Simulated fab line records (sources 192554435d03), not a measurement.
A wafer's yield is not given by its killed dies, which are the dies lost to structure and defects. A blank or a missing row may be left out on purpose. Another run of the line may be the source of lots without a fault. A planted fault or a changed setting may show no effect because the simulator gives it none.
Comparing a struck lot with a sound one    flow n5 finfet    37 out of 1938 route steps
Sound: these wafers, L621.1, L621.3, L621.4. Struck: wafer L627.6. (L627.1, L627.2 of the same lot were not struck and are left out.) The cause comes at the end.
For every step that has rows: the tool of each side, followed by ch and its chambers, followed by its first start. Under that, the readings that differ: sound wafers    struck wafers    difference of the means    sigmas: that difference in standard deviations of wafers without a fault.
alike: same words and numbers on both sides, and readings whose means sit less than 2 such deviations apart. not compared: any withheld reading, any reading some wafer has no value for, any bound like >300 that may hide the same value, and any number with overlapping values for which the record gives no deviation.
The two part at a step that has a row with sigmas, a row that says differs or no value, or rows on one side only. Numbers that have no deviation but don't overlap get no sigmas and don't part them. A reading that every wafer of one side lacks parts them only if that side has two wafers or more.

first, 9 steps without rows for these wafers: N5_BEOL_M4_ANNEAL_95 (time 240 s); N5_BEOL_M4_SPUTTER_96 (material Cu, target thk 4.5 nm, time 8.29 s); N5_BEOL_M4_ECD_50 (material Cu, target thk 300 nm); N5_BEOL_M4_ANNEAL_51 (time 90 s); N5_BEOL_M4_CMP_52 (polishes, stops on SiOC, t overpolish 6.8 s, target thk 40 nm); N5_BEOL_M4_PRE_CLEAN_60 (time 15 s); N5_BEOL_M4_CO_CAP_55 (material Co, precursor CCTBA/H2, target thk 2 nm, time 102.1 s); N5_BEOL_M4_PRE_CLEAN_56 (time 15 s); N5_BEOL_M4_DEP_57 (deposits SiCN from 3MS/NH3, target thk 8 nm, time 14 s).
N5_BEOL_M4_RC_MEAS_101:
  sound on prober-01 ch 0, day 9 20:49; struck on prober-01 ch 0, day 11 03:50
  alike: DIBL_N, DIBL_P, IOFF_N, IOFF_P, ION_N, ION_P, SS_N, SS_P, VT_N, VT_P
then, 24 steps without rows for these wafers: N5_BEOL_M5_ILD_DEP_00 (deposits SiCOH lowk from DEMS/porogen, target thk 140.64 nm, time 25.9 s); N5_BEOL_M5_CURE_79 (cures SiCOH lowk, time 240 s); N5_BEOL_M5_PECVD_70 (deposits SiO2 from TEOS/O2, target thk 16 nm, time 18 s); N5_BEOL_M5_HM_DEP_02 (deposits TiN, target thk 20 nm); N5_BEOL_M5_COAT_59 (time 60 s, resist thk 60 nm); N5_BEOL_M5_COAT_60 (time 60 s, resist thk 12 nm); N5_BEOL_M5_COAT_71 (time 60 s, resist thk 5 nm); N5_BEOL_M5_COAT_05 (resist thk 30 nm); N5_BEOL_M5_EBR_07; N5_BEOL_M5_SOFTBAKE_06 (time 60 s); N5_BEOL_M5_EXPOSE_08 (exposes mask M5, target cd 28 nm); N5_BEOL_M5_PEB_09 (peb time 60 s); N5_BEOL_M5_DEVELOP_10 (develop time 30 s); N5_BEOL_M5_DESCUM_16 (chemistry O2, time 7 s); N5_BEOL_M5_ETCH_72 (etches underlayer in N2/H2, target depth 6.5 nm, time 5.2 s); N5_BEOL_M5_ETCH_61 (etches SiARC in CF4, target depth 15.6 nm, time 26 s); N5_BEOL_M5_ETCH_62 (etches SOC in N2/H2, target depth 75 nm, overetch 15 nm, time 112.5 s); N5_BEOL_M5_STRIP_63 (strips in N2/H2); N5_BEOL_M5_STRIP_73 (strips in N2/H2); N5_BEOL_M5_STRIP_64 (strips in CF4); N5_BEOL_M5_HM_OPEN_17 (chemistry Cl2/BCl3, target TiN, target depth 20 nm, overetch 6 nm); N5_BEOL_M5_STRIP_19 (strips in O2); N5_BEOL_M5_COAT_65 (time 60 s, resist thk 60 nm); N5_BEOL_M5_COAT_66 (time 60 s, resist thk 12 nm).
-- record jumps: 3 days separate the struck wafers' starts on either side; left off in module BEOL_M5, taken up again in module BEOL_M12, whose first shown step is the route's number 1628 --
N5_BEOL_M12_EXPOSE_25: exposes mask M12.
  sound on krf scanner-02 ch 0, day 12 13:16; struck on krf scanner-02 ch 0, day 13 16:06
  alike: mask
N5_BEOL_M12_CD_MEAS_28: the cd target is 160.2 nm.
  sound on cd sem-03 ch 0, day 12 13:27; struck on cd sem-01 ch 0, day 13 16:16
reading     sound              struck  difference  sigmas
cd nm (nm)  161.1 160.5 160.1  194.2   +33.6       +31
N5_PASSIVATION_PROBE_49:
  the record has rows for the struck wafers here (prober-02, day 15 07:04) and none for the sound ones

WHERE THEY PART
At N5_BEOL_M12_CD_MEAS_28 first; at N5_PASSIVATION_PROBE_49 last (within this record only).

WHY: what the simulator had put in
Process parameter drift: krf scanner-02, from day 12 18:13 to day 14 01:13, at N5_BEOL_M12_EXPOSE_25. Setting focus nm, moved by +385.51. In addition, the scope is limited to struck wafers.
